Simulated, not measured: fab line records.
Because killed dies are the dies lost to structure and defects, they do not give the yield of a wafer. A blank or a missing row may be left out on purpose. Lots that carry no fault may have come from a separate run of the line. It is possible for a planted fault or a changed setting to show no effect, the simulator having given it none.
What tool caused it? :: flow nandHarc :: 12 lots, 36 wafers sampled, at 6 steps of a route of 1302

## WHAT EACH GAUGE READ, for each wafer
NHARC_A_BONDPAD_CD_MEAS_13.
lot: L076
measured: day 23 13:56
on: cdSem-02
cdNm (nm): 497.5 495.9 499.2

lot: L078
measured: day 24 06:07
on: cdSem-03
cdNm (nm): 496.3 495.2 497.6

lot: L079
measured: day 25 04:31
on: cdSem-03
cdNm (nm): 502.4 499.4 499.8

lot: L082
measured: day 26 04:53
on: cdSem-01
cdNm (nm): 493.4 495.8 496.9

lot: L083
measured: day 26 14:45
on: cdSem-01
cdNm (nm): 500.9 499.0 501.9

lot: L085
measured: day 27 19:20
on: cdSem-01
cdNm (nm): 495.9 502.7 501.8

lot: L087
measured: day 28 11:12
on: cdSem-01
cdNm (nm): 499.9 498.5 499.4

lot: L088
measured: day 29 01:35
on: cdSem-01
cdNm (nm): 498.9 501.9 499.9

lot: L090
measured: day 30 14:53
on: cdSem-03
cdNm (nm): 503.7 501.2 500.0

lot: L093
measured: day 30 23:10
on: cdSem-01
cdNm (nm): 497.0 495.4 497.9

lot: L096
measured: day 32 05:31
on: cdSem-01
cdNm (nm): 502.4 499.1 501.6

lot: L097
measured: day 32 23:53
on: cdSem-03
cdNm (nm): 497.5 498.7 497.9

## TOOL THAT RAN EACH LOT (tool first, then ch and the chambers of the sampled wafers, then the start)
lot: L076
NHARC_A_BLC_ETCH_18: rieDiel-08 ch 0,1, day 23 02:08 or earlier
NHARC_A_BLC_STRIP_21: rieDiel-11 ch 0,1,3, day 23 02:08
NHARC_A_M1_ANNEAL_31: rtpAnneal-01 ch 0, day 23 10:57
NHARC_A_BONDPAD_DEP_00: pecvd-02 ch 0,1,2, day 23 12:26
NHARC_A_BONDPAD_ETCH_34: rieDiel-05 ch 0,3, day 23 13:43

lot: L078
NHARC_A_BLC_ETCH_18: rieDiel-11 ch 1,2,3, day 23 18:25 or earlier
NHARC_A_BLC_STRIP_21: rieDiel-11 ch 1,2,3, day 23 18:25
NHARC_A_M1_ANNEAL_31: rtpAnneal-01 ch 0, day 24 02:58
NHARC_A_BONDPAD_DEP_00: pecvd-01 ch 1,2, day 24 05:53 or earlier
NHARC_A_BONDPAD_ETCH_34: rieDiel-05 ch 0,2, day 24 05:53

lot: L079
NHARC_A_BLC_ETCH_18: rieDiel-11 ch 1,2, day 24 16:41 or earlier
NHARC_A_BLC_STRIP_21: rieDiel-08 ch 0,1,2, day 24 16:41
NHARC_A_M1_ANNEAL_31: rtpAnneal-02 ch 0, day 25 01:16
NHARC_A_BONDPAD_DEP_00: pecvd-03 ch 0,1, day 25 02:47
NHARC_A_BONDPAD_ETCH_34: rieDiel-05 ch 1,2, day 25 04:17

lot: L082
NHARC_A_BLC_ETCH_18: rieDiel-08 ch 1,2, day 25 16:56 or earlier
NHARC_A_BLC_STRIP_21: rieDiel-11 ch 1,3, day 25 16:56
NHARC_A_M1_ANNEAL_31: rtpAnneal-01 ch 0, day 26 01:45
NHARC_A_BONDPAD_DEP_00: pecvd-02 ch 0,2, day 26 03:22
NHARC_A_BONDPAD_ETCH_34: rieDiel-07 ch 0,1,3, day 26 04:40

lot: L083
NHARC_A_BLC_ETCH_18: rieDiel-11 ch 1,3, day 26 02:50 or earlier
NHARC_A_BLC_STRIP_21: rieDiel-11 ch 0,1,3, day 26 02:50
NHARC_A_M1_ANNEAL_31: rtpAnneal-02 ch 0, day 26 11:39
NHARC_A_BONDPAD_DEP_00: pecvd-03 ch 0,1, day 26 13:08
NHARC_A_BONDPAD_ETCH_34: rieDiel-05 ch 0,2,3, day 26 14:31

lot: L085
NHARC_A_BLC_ETCH_18: rieDiel-13 ch 0,1,3, day 27 07:14 or earlier
NHARC_A_BLC_STRIP_21: rieDiel-11 ch 0,1,3, day 27 07:14
NHARC_A_M1_ANNEAL_31: rtpAnneal-02 ch 0, day 27 15:58
NHARC_A_BONDPAD_DEP_00: pecvd-02 ch 0,2, day 27 17:26
NHARC_A_BONDPAD_ETCH_34: rieDiel-05 ch 1,2,3, day 27 19:05

lot: L087
NHARC_A_BLC_ETCH_18: rieDiel-11 ch 0,2,3, day 27 23:14 or earlier
NHARC_A_BLC_STRIP_21: rieDiel-13 ch 1,2,3, day 27 23:14
NHARC_A_M1_ANNEAL_31: rtpAnneal-02 ch 0, day 28 07:55
NHARC_A_BONDPAD_DEP_00: pecvd-01 ch 0,1, day 28 10:58 or earlier
NHARC_A_BONDPAD_ETCH_34: rieDiel-05 ch 2,3, day 28 10:58

lot: L088
NHARC_A_BLC_ETCH_18: rieDiel-13 ch 0,1,3, day 28 13:42 or earlier
NHARC_A_BLC_STRIP_21: rieDiel-08 ch 0,1,2, day 28 13:42
NHARC_A_M1_ANNEAL_31: rtpAnneal-02 ch 0, day 28 22:26
NHARC_A_BONDPAD_DEP_00: pecvd-03 ch 1,2, day 29 00:00
NHARC_A_BONDPAD_ETCH_34: rieDiel-05 ch 0,2,3, day 29 01:21

lot: L090
NHARC_A_BLC_ETCH_18: rieDiel-11 ch 1,2,3, day 29 23:39 or earlier
NHARC_A_BLC_STRIP_21: rieDiel-08 ch 0,1,2, day 29 23:39
NHARC_A_M1_ANNEAL_31: rtpAnneal-01 ch 0, day 30 11:39
NHARC_A_BONDPAD_DEP_00: pecvd-02 ch 1,2, day 30 13:10
NHARC_A_BONDPAD_ETCH_34: rieDiel-05 ch 0,1,2, day 30 14:39

lot: L093
NHARC_A_BLC_ETCH_18: rieDiel-11 ch 0,3, day 30 10:07 or earlier
NHARC_A_BLC_STRIP_21: rieDiel-08 ch 0,3, day 30 10:07
NHARC_A_M1_ANNEAL_31: rtpAnneal-01 ch 0, day 30 19:48
NHARC_A_BONDPAD_DEP_00: pecvd-02 ch 1,2, day 30 21:20
NHARC_A_BONDPAD_ETCH_34: rieDiel-05 ch 0,2, day 30 22:56

lot: L096
NHARC_A_BLC_ETCH_18: rieDiel-08 ch 0,1,2, day 31 17:02 or earlier
NHARC_A_BLC_STRIP_21: rieDiel-08 ch 0,1,3, day 31 17:02
NHARC_A_M1_ANNEAL_31: rtpAnneal-01 ch 0, day 32 02:17
NHARC_A_BONDPAD_DEP_00: pecvd-01 ch 0,2, day 32 03:48
NHARC_A_BONDPAD_ETCH_34: rieDiel-05 ch 0,3, day 32 05:17

lot: L097
NHARC_A_BLC_ETCH_18: rieDiel-11 ch 1,2,3, day 32 12:00 or earlier
NHARC_A_BLC_STRIP_21: rieDiel-08 ch 0,2,3, day 32 12:00
NHARC_A_M1_ANNEAL_31: rtpAnneal-02 ch 0, day 32 20:41
NHARC_A_BONDPAD_DEP_00: pecvd-03 ch 1,2, day 32 23:39 or earlier
NHARC_A_BONDPAD_ETCH_34: rieDiel-07 ch 0,1, day 32 23:39
- NHARC_A_BLC_ETCH_18: etches the open film in C4F8/O2/Ar, target depth 910 nm.
- NHARC_A_BLC_STRIP_21: strips in O2.
- NHARC_A_M1_ANNEAL_31: time 90 s.
- NHARC_A_BONDPAD_DEP_00: deposits SiCN, target thk 250 nm.
- NHARC_A_BONDPAD_ETCH_34: etches the open film in N2/H2, target depth 60 nm, overetch 18 nm, time 65.91 s.

## THE ANSWER, worked out from the rows above alone
Rule: what is usual is taken from the lots themselves. Put in order of their means at a reading, lots are off if they are a third of the lots or fewer, leave a main group of 4 or more, and stand apart from it by a gap of 3 or more times the standard deviation of the main group's means; of several such gaps the widest counts. A main group is skipped when, at the precision printed for the reading in the tables above, its means are all equal. A lot without any number at a reading at which 4 lots or more have one is off too. Any other lot the step has rows for is counted as sound.
Across all readings shown, no lot is off: no conclusion can be drawn from this.

## WHAT THE SIMULATOR PUT IN
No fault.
